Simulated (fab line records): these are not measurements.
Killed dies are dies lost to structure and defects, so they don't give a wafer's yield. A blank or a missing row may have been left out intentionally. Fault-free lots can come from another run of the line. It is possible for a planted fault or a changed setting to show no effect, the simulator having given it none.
fab line records ; flow nand-harc
record lots=13; wafers=39; last-day=33
route steps=1302 shown A_BLC@1118 A_M0@1142 END@1302
lots that met no fault: taken from a fault-free run of the same line
start-h: start of the lot's first displayed wafer, in hours after the record's first day ; wait-h: hours elapsed since this lot's preceding step ; " repeats the value in the row above ; L1.1+2: one row covering several wafers at once ; - no value, or no start was given ; * or withheld: withheld ; < > ~ a bound
route shown NAME@n: names a module that has steps shown in the file, with the first one's number in the route ; usual: mean and standard deviation over wafers with no fault ; same: alike in all rows ; chamber/n: place in a boat ; sites: readings site by site ; _std_site: standard deviation across them ; _edge_site: the outer-site mean with the inner-site mean subtracted ; radius-mm: for every site, how far away it sits from the centre of the wafer ; mask NAME#n: copy n ; behind: tool/chamber where the wafer was last shaped ; hold: cause of the lot's hold/its duration in hours/its outcome ; device: transistor that didn't switch, given as n, p or np ; end of line: tests run on the same wafers once the route is complete ; a step given without rows: its recipe and nothing more ; killed: count of dies lost to structure and defects at first sort (not the wafer's yield) ; map: dies across one wafer; x = killed, . = not, _ = none there
set.NAME: the setting that was run; set.NAME@STEP: the one run at that earlier step ; model.NAME: the simulator's own value behind a step, which no gauge read
steps of the route over a sample of lots; a table a step, a row a wafer
services: when a tool's chamber went out of use (start-h, in hours from the record's first day, below 0 if earlier), for how many hours, and the reason
## steps
# step NHARC_A_BLC_OVL_MEAS_11
# usual overlay-x-nm=0.2/0.87; overlay-y-nm=-0.1/0.61
lot.wafer;tool;chamber;start-h;wait-h;overlay-x-nm;overlay-y-nm
L332.1;overlay-02;-;515.38;-;1.9;0.9
L332.5;overlay-02;-;515.38;-;1.6;0.7
L332.6;overlay-02;-;515.38;-;1.7;0.8
L333.2;overlay-01;-;531.05;-;0.5;0.1
L333.3;overlay-01;-;531.05;-;-0.1;0.4
L333.4;overlay-01;-;531.05;-;0.3;0.2
L335.1;overlay-02;-;556.52;-;-0.2;-1.1
L335.3;overlay-02;-;556.52;-;-0.6;-0.7
L335.5;overlay-02;-;556.52;-;-0.9;-1.7
L336.3;overlay-01;-;573.25;-;2.3;0.0
L336.5;overlay-01;-;573.25;-;2.1;0.0
L336.6;overlay-01;-;573.25;-;1.7;0.1
L338.1;overlay-01;-;595.83;-;0.3;-0.2
L338.2;overlay-01;-;595.83;-;0.2;0.5
L338.3;overlay-01;-;595.83;-;0.1;0.3
L347.1;overlay-01;-;670.59;-;-0.9;0.0
L347.3;overlay-01;-;670.59;-;0.0;0.2
L347.6;overlay-01;-;670.59;-;-0.5;-0.4
L346.3;overlay-02;-;672.01;-;-0.6;-0.2
L346.4;overlay-02;-;672.01;-;-0.3;0.0
L346.5;overlay-02;-;672.01;-;-0.6;0.0
L345.2;overlay-01;-;687.71;-;0.9;-0.5
L345.3;overlay-01;-;687.71;-;0.5;-0.2
L345.5;overlay-01;-;687.71;-;0.8;-0.4
L351.1;overlay-02;-;703.23;-;0.7;1.0
L351.4;overlay-02;-;703.23;-;0.5;0.1
L351.5;overlay-02;-;703.23;-;0.4;0.1
L349.1;overlay-01;-;705.22;-;0.4;0.7
L349.2;overlay-01;-;705.22;-;0.0;0.3
L349.5;overlay-01;-;705.22;-;1.3;0.4
L350.3;overlay-02;-;731.86;-;-1.4;0.1
L350.5;overlay-02;-;731.86;-;-1.5;0.0
L350.6;overlay-02;-;731.86;-;-1.5;-0.7
L353.1;overlay-02;-;733.75;-;0.1;0.6
L353.5;overlay-02;-;733.75;-;-0.5;-0.1
L353.6;overlay-02;-;733.75;-;-0.1;0.6
L354.1;overlay-02;-;749.17;-;-1.2;-0.7
L354.4;overlay-02;-;749.17;-;-1.0;-1.1
L354.5;overlay-02;-;749.17;-;-1.6;-1.4
# step NHARC_A_BLC_INSPECT_28
# usual raw-defect-count=538/100
lot.wafer;tool;chamber;start-h;wait-h;raw-defect-count
L332.1;defect-inspect-02;-;518.43;0.1;621
L332.5;defect-inspect-02;-;518.43;0.1;539
L332.6;defect-inspect-02;-;518.43;0.1;359
L333.2;defect-inspect-01;-;534.20;0.1;543
L333.3;defect-inspect-01;-;534.20;0.1;557
L333.4;defect-inspect-01;-;534.20;0.1;560
L335.1;defect-inspect-01;-;559.57;0.1;600
L335.3;defect-inspect-01;-;559.57;0.1;587
L335.5;defect-inspect-01;-;559.57;0.1;553
L336.3;defect-inspect-02;-;576.29;0.1;698
L336.5;defect-inspect-02;-;576.29;0.1;536
L336.6;defect-inspect-02;-;576.29;0.1;553
L338.1;defect-inspect-02;-;599.05;0.1;463
L338.2;defect-inspect-02;-;599.05;0.1;460
L338.3;defect-inspect-02;-;599.05;0.1;743
L347.1;defect-inspect-01;-;673.69;0.1;666
L347.3;defect-inspect-01;-;673.69;0.1;802
L347.6;defect-inspect-01;-;673.69;0.1;567
L346.3;defect-inspect-01;-;675.06;0.1;553
L346.4;defect-inspect-01;-;675.06;0.1;666
L346.5;defect-inspect-01;-;675.06;0.1;388
L345.2;defect-inspect-01;-;690.76;0.1;600
L345.3;defect-inspect-01;-;690.76;0.1;678
L345.5;defect-inspect-01;-;690.76;0.1;465
L351.1;defect-inspect-01;-;706.30;0.1;593
L351.4;defect-inspect-01;-;706.30;0.1;548
L351.5;defect-inspect-01;-;706.30;0.1;546
L349.1;defect-inspect-02;-;708.60;0.1;443
L349.2;defect-inspect-02;-;708.60;0.1;373
L349.5;defect-inspect-02;-;708.60;0.1;544
L350.3;defect-inspect-02;-;735.16;0.1;551
L350.5;defect-inspect-02;-;735.16;0.1;479
L350.6;defect-inspect-02;-;735.16;0.1;660
L353.1;defect-inspect-02;-;737.24;0.1;631
L353.5;defect-inspect-02;-;737.24;0.1;452
L353.6;defect-inspect-02;-;737.24;0.1;501
L354.1;defect-inspect-01;-;752.20;0.1;543
L354.4;defect-inspect-01;-;752.20;0.1;507
L354.5;defect-inspect-01;-;752.20;0.1;508
# step NHARC_A_M0_SOFTBAKE_04
# recipe temp-c=105; time-s=55
# usual heater-power-total-W=188.45/0.13
lot.wafer;tool;chamber;start-h;wait-h;heater-power-total-W
L332.1;litho-track-06;0;518;-;188.46
L332.5;litho-track-06;0;518;-;188.32
L332.6;litho-track-06;0;518;-;188.34
L333.2;litho-track-01;0;534;-;188.46
L333.3;litho-track-01;0;534;-;188.27
L333.4;litho-track-01;0;534;-;188.41
L335.1;litho-track-01;0;560;-;188.76
L335.3;litho-track-01;0;560;-;188.32
L335.5;litho-track-01;0;560;-;188.43
L336.3;litho-track-01;0;576;-;188.42
L336.5;litho-track-01;0;576;-;188.44
L336.6;litho-track-01;0;576;-;323.05
L338.1;litho-track-01;0;599;-;323.50
L338.2;litho-track-01;0;599;-;188.45
L338.3;litho-track-01;0;599;-;188.74
L347.1;litho-track-06;0;674;-;188.27
L347.3;litho-track-06;0;674;-;188.51
L347.6;litho-track-06;0;674;-;188.66
L346.3;litho-track-01;0;675;-;188.51
L346.4;litho-track-01;0;675;-;188.44
L346.5;litho-track-01;0;675;-;188.47
L345.2;litho-track-01;0;691;-;188.63
L345.3;litho-track-01;0;691;-;188.66
L345.5;litho-track-01;0;691;-;188.68
L351.1;litho-track-01;0;706;-;188.50
L351.4;litho-track-01;0;706;-;188.32
L351.5;litho-track-01;0;706;-;188.37
L349.1;litho-track-04;0;709;-;188.52
L349.2;litho-track-04;0;709;-;188.52
L349.5;litho-track-04;0;709;-;188.34
L350.3;litho-track-01;0;735;-;188.53
L350.5;litho-track-01;0;735;-;188.41
L350.6;litho-track-01;0;735;-;188.33
L353.1;litho-track-04;0;737;-;188.38
L353.5;litho-track-04;0;737;-;188.34
L353.6;litho-track-04;0;737;-;188.43
L354.1;litho-track-04;0;752;-;188.75
L354.4;litho-track-04;0;752;-;188.28
L354.5;litho-track-04;0;752;-;188.40
# step NHARC_A_M0_ETCH_34
# recipe target-depth-a=400; overetch-a=120; time-s=43.94; ion-energy-ev=200; n2-flow-sccm=150; h2-flow-sccm=150; ar-flow-sccm=0; rf-w=400; bias-w=150; chemistry=N2/H2
# usual drypump-motor-current-A=5.8/0.39; oes-product-au=1.001/0.0096; rf-vpp-V=430.8/2.7; showerhead-plenum-p-Torr=2.05/0.094; throttle-valve-pct=14.172/0.0088
lot.wafer;tool;chamber;start-h;wait-h;drypump-motor-current-A;oes-product-au;rf-hours-counter-h;rf-vpp-V;showerhead-plenum-p-Torr;throttle-valve-pct
L332.1;rie-diel-10;2;519.62;0.1;6.0;1.011;4.6;425.9;1.91;14.178
L332.6;rie-diel-10;2;519.62;0.1;6.0;1.016;-;426.1;1.91;14.181
L332.5;rie-diel-10;3;519.62;0.1;5.9;1.009;-;430.6;2.09;14.181
L333.2;rie-diel-10;2;535.30;0.1;6.0;1.003;4.9;425.8;1.91;14.157
L333.3;rie-diel-10;0;535.30;0.1;5.3;1.018;5.0;432.8;2.16;14.163
L333.4;rie-diel-10;1;535.30;0.1;6.2;1.017;-;432.0;2.08;14.162
L335.3;rie-diel-10;2;560.75;0.1;5.9;1.005;6.0;426.4;1.91;14.177
L335.1;rie-diel-10;3;560.75;0.1;5.9;1.016;6.1;431.2;2.09;14.187
L335.5;rie-diel-10;0;560.75;0.1;5.4;1.006;-;432.2;2.16;14.159
L336.3;rie-diel-10;0;577.47;0.1;5.4;1.012;6.5;433.4;2.16;14.174
L336.6;rie-diel-10;3;577.47;0.1;5.9;1.006;-;432.3;2.08;14.165
L336.5;rie-diel-10;0;577.47;0.1;5.3;1.013;-;433.0;2.16;14.164
L338.1;rie-diel-02;0;600.11;0.1;6.6;0.993;0.1;428.4;1.95;14.167
L338.2;rie-diel-02;1;600.11;0.1;4.9;0.979;0.1;428.6;1.97;14.183
L338.3;rie-diel-02;2;600.11;0.1;6.2;1.002;0.1;434.5;2.18;14.182
L347.1;rie-diel-10;1;674.86;0.1;6.2;1.003;5.0;431.3;2.08;14.178
L347.3;rie-diel-10;2;674.86;0.1;5.9;0.988;4.5;426.3;1.90;14.168
L347.6;rie-diel-10;2;674.86;0.1;6.0;0.996;-;427.0;1.90;14.153
L346.4;rie-diel-10;2;676.10;0.1;6.0;1.001;4.6;428.1;1.90;14.175
L346.3;rie-diel-10;0;676.10;0.1;5.4;0.998;4.4;433.4;2.16;14.181
L346.5;rie-diel-10;2;676.10;0.1;5.9;1.004;-;425.4;1.90;14.174
L345.2;rie-diel-10;0;691.93;0.1;5.3;1.003;4.6;433.4;2.16;14.170
L345.3;rie-diel-10;1;691.93;0.1;6.2;1.004;5.2;429.8;2.08;14.172
L345.5;rie-diel-10;0;691.93;0.1;5.3;1.003;-;435.1;2.16;14.172
L351.1;rie-diel-10;0;707.60;0.1;5.3;0.998;5.5;434.3;2.16;14.174
L351.4;rie-diel-10;1;707.60;0.1;6.2;1.004;6.2;432.6;2.08;14.166
L351.5;rie-diel-10;0;707.60;0.1;5.4;1.003;-;435.5;2.16;14.166
L349.2;rie-diel-13;0;709.66;0.1;6.2;0.992;0.1;429.8;1.98;14.177
L349.1;rie-diel-13;1;709.66;0.1;5.5;0.994;0.1;433.1;2.12;14.166
L349.5;rie-diel-13;1;709.66;0.1;5.5;0.997;-;432.8;2.12;14.175
L350.3;rie-diel-13;0;736.34;0.1;6.2;0.989;0.6;429.3;1.98;14.157
L350.6;rie-diel-13;1;736.34;0.1;5.5;0.997;-;433.2;2.12;14.163
L350.5;rie-diel-13;2;736.34;0.1;5.5;0.996;-;434.5;2.12;14.163
L353.1;rie-diel-10;0;738.43;0.1;5.3;1.002;8.9;434.2;2.16;14.163
L353.5;rie-diel-10;1;738.43;0.1;6.2;1.003;-;430.7;2.08;14.173
L353.6;rie-diel-10;2;738.43;0.1;6.0;0.990;-;425.1;1.90;14.177
L354.4;rie-diel-13;3;753.37;0.1;5.1;0.995;0.5;431.6;2.10;14.165
L354.1;rie-diel-13;2;753.37;0.1;5.5;0.985;0.9;432.5;2.12;14.162
L354.5;rie-diel-13;0;753.37;0.1;6.1;0.993;-;428.7;1.98;14.182
# step NHARC_END_SORT_01
# recipe temp-c=25
# usual defect-limited-yield=90.2/2.3; killed-at-array=62/15; killed-at-other=0.8/1; killed-at-periphery=3.7/2.6; killed-dies=66/15; killed-open=3.1/1.8; killed-short=2.6/1.7
# same gross-dies=677
lot.wafer;tool;chamber;start-h;wait-h;defect-limited-yield[%];killed-at-array;killed-at-other;killed-at-periphery;killed-dies;killed-open;killed-short
L347.1;prober-02;0;713.81;2.5;90.1;61;1;5;67;7;5
L347.3;prober-02;0;715.40;3.1;90.8;55;0;7;62;5;3
L347.6;prober-02;0;717.78;4.0;91.3;51;1;7;59;5;5
# killed by level:class
L347.1 A_SLIT:chamber-film-flake=34 A_CHANNEL_HOLE_D1:chamber-film-flake=10 A_BLC:chamber-film-flake=3 A_STAIRCASE:chamber-film-flake=3 P_GATE:geometric-particle:open=2 A_ONON_D2:geometric-particle:short=2 A_ONON_D2:geometric-particle:open=2 P_BONDPAD:chamber-film-flake=2
L347.3 A_SLIT:chamber-film-flake=29 A_CHANNEL_HOLE_D1:chamber-film-flake=10 A_STAIRCASE:chamber-film-flake=5 P_CONTACT:geometric-particle:open=2 P_GATE:chamber-film-flake=2 P_BONDPAD:chamber-film-flake=2 A_BLC:chamber-film-flake=2 P_M0:geometric-particle:open=1
L347.6 A_SLIT:chamber-film-flake=24 A_CHANNEL_HOLE_D1:chamber-film-flake=10 A_STAIRCASE:chamber-film-flake=5 P_BONDPAD:chamber-film-flake=4 P_M1:geometric-particle:open=2 A_ONON_D2:geometric-particle:short=2 A_CONTACT:geometric-particle:open=2 A_BLC:chamber-film-flake=2
## services
tool;chamber;start-h;hours;kind
litho-track-01;-;505.00;7.0;pm
rie-diel-10;-;506.45;0.1;repair
rie-diel-02;0;516.20;3.8;repair
rie-diel-13;-;519.00;9.0;pm
litho-track-06;-;529.00;7.0;pm
rie-diel-13;1;530.47;5.3;repair
rie-diel-10;3;534.67;4.1;repair
rie-diel-10;2;538.61;5.5;repair
litho-track-04;-;553.00;7.0;pm
rie-diel-10;1;562.81;3.9;repair
rie-diel-10;-;582.01;0.2;repair
rie-diel-10;1;583.64;6.0;repair
rie-diel-13;2;586.73;9.8;repair
rie-diel-10;-;596.51;9.0;pm
rie-diel-13;2;612.35;4.9;repair
rie-diel-13;-;674.27;0.3;repair
litho-track-01;-;680.00;7.0;pm
rie-diel-13;-;696.00;9.0;pm
litho-track-06;-;704.00;7.0;pm
rie-diel-13;-;705.33;0.1;repair
rie-diel-13;3;709.35;11.0;repair
rie-diel-10;3;714.20;7.8;repair
rie-diel-10;1;718.69;11.0;repair
litho-track-04;-;728.00;7.0;pm
## key
first-sign step=NHARC_A_M0_SOFTBAKE_04; reading=heater-power-total-W; direction=up; sigmas=99+; usual=*; struck=*
effect none on later readings
met-at NHARC_A_M0_SOFTBAKE_04
struck-lots L336,L338
struck-wafers L336.6,L338.1
not-acting-at NHARC_A_BLC_OVL_MEAS_11,NHARC_A_BLC_INSPECT_28,NHARC_A_M0_ETCH_34
onset-between 560 576
fault kind=process-parameter-drift; tool=litho-track-01; chamber=-; onset-h=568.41; steps=NHARC_A_M0_SOFTBAKE_04; channel=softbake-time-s; offset=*; shape=step; end-h=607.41; scope=struck-wafers-only; acts-in=*; stated=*
